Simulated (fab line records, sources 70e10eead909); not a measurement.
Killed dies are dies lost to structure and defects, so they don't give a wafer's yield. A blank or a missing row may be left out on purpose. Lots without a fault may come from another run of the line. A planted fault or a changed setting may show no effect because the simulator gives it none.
A struck lot beside a sound one | flow nand_harc | 14 steps out of a route of 1159
Sound: wafers L596.1, L596.2, L596.4. Struck: wafers L591.2, L591.5. (L591.3 of the same lot was not struck and is left out.) The cause comes at the end.
At each step with rows: each side's tool, then ch and its chambers, then its first start. Under that, the readings that differ: sound wafers | struck wafers | difference of the means | sigmas: that difference in standard deviations of wafers without a fault.
alike: readings whose means differ by less than 2 such deviations, and words and numbers that are the same on both sides. not compared: withheld readings, readings that some wafer has no value for, bounds like >300 that may hide the same value, and numbers for which the record gives no deviation and whose values overlap.
The two part at a step that has a row with sigmas, a row that says differs or no value, or rows on one side only. Numbers that don't overlap but have no deviation are shown without sigmas and don't part them. A reading that every wafer of one side lacks parts them only if that side has two wafers or more.

first, 2 steps without rows for these wafers: NHARC_A_SOURCE_PLATE_CVD_03 (deposits poly-Si, target thk 200 nm, time 4000 s); NHARC_A_SOURCE_PLATE_ANNEAL_05 (time 1800 s).
NHARC_A_SOURCE_PLATE_THK_MEAS_06: measures by ellipsometry.
  sound on film_metro-01, day 10 15:58; struck on film_metro-02, day 9 10:30
  reading     | sound             | struck      | difference | sigmas
  thk_nm (nm) | 197.9 197.9 199.8 | 202.6 203.8 | +4.7       | +2
NHARC_A_SOURCE_PLATE_INSPECT_08:
  sound on defect_inspect-02, day 10 16:04; struck on defect_inspect-01, day 9 10:34
  alike: raw_defect_count
then, 1 step without rows for these wafers: NHARC_A_ONON_D1_DEP_00 (target thk 1000 nm).
NHARC_A_ONON_D1_THK_MEAS_02: measures by ellipsometry.
  sound on film_metro-01, day 10 16:38; struck on film_metro-02, day 9 11:08
  alike: thk_nm
then, 1 step without rows for these wafers: NHARC_A_ONON_D1_DEP_03 (target thk 1000 nm).
NHARC_A_ONON_D1_THK_MEAS_05: measures by ellipsometry.
  sound on film_metro-01, day 10 17:12; struck on film_metro-02, day 9 11:42
  alike: thk_nm
then, 1 step without rows for these wafers: NHARC_A_ONON_D1_DEP_06 (target thk 1000 nm).
NHARC_A_ONON_D1_THK_MEAS_08: measures by ellipsometry.
  sound on film_metro-01, day 10 17:47; struck on film_metro-01, day 9 12:16
  alike: thk_nm
NHARC_A_ONON_D1_DEP_09: target thk 1000 nm.
  sound on pecvd_onon-01 ch 0, day 10 17:50; struck on pecvd_onon-04 ch 0, day 9 12:23
  alike: n2o_flow_sccm
NHARC_A_ONON_D1_THK_MEAS_11: measures by ellipsometry.
  sound on film_metro-02, day 10 18:21; struck on film_metro-02, day 9 12:51
  reading     | sound        | struck    | difference | sigmas
  thk_nm (nm) | 1000 998 998 | 1621 1623 | +623       | +68
then, 1 step without rows for these wafers: NHARC_A_ONON_D1_DEP_12 (target thk 1000 nm).
-- the record jumps here: 12 days lie between the struck wafers' starts before and after (it left off in module A_ONON_D1 and takes up again in module END, whose first step shown is number 1159 of the route) --
NHARC_END_SORT_01:
  the record has rows for the struck wafers here (prober-02 ch 0, day 21 22:37) and none for the sound ones

WHERE THEY PART
First at NHARC_A_SOURCE_PLATE_THK_MEAS_06; last, within this record, at NHARC_END_SORT_01.

WHY: what the simulator had put in
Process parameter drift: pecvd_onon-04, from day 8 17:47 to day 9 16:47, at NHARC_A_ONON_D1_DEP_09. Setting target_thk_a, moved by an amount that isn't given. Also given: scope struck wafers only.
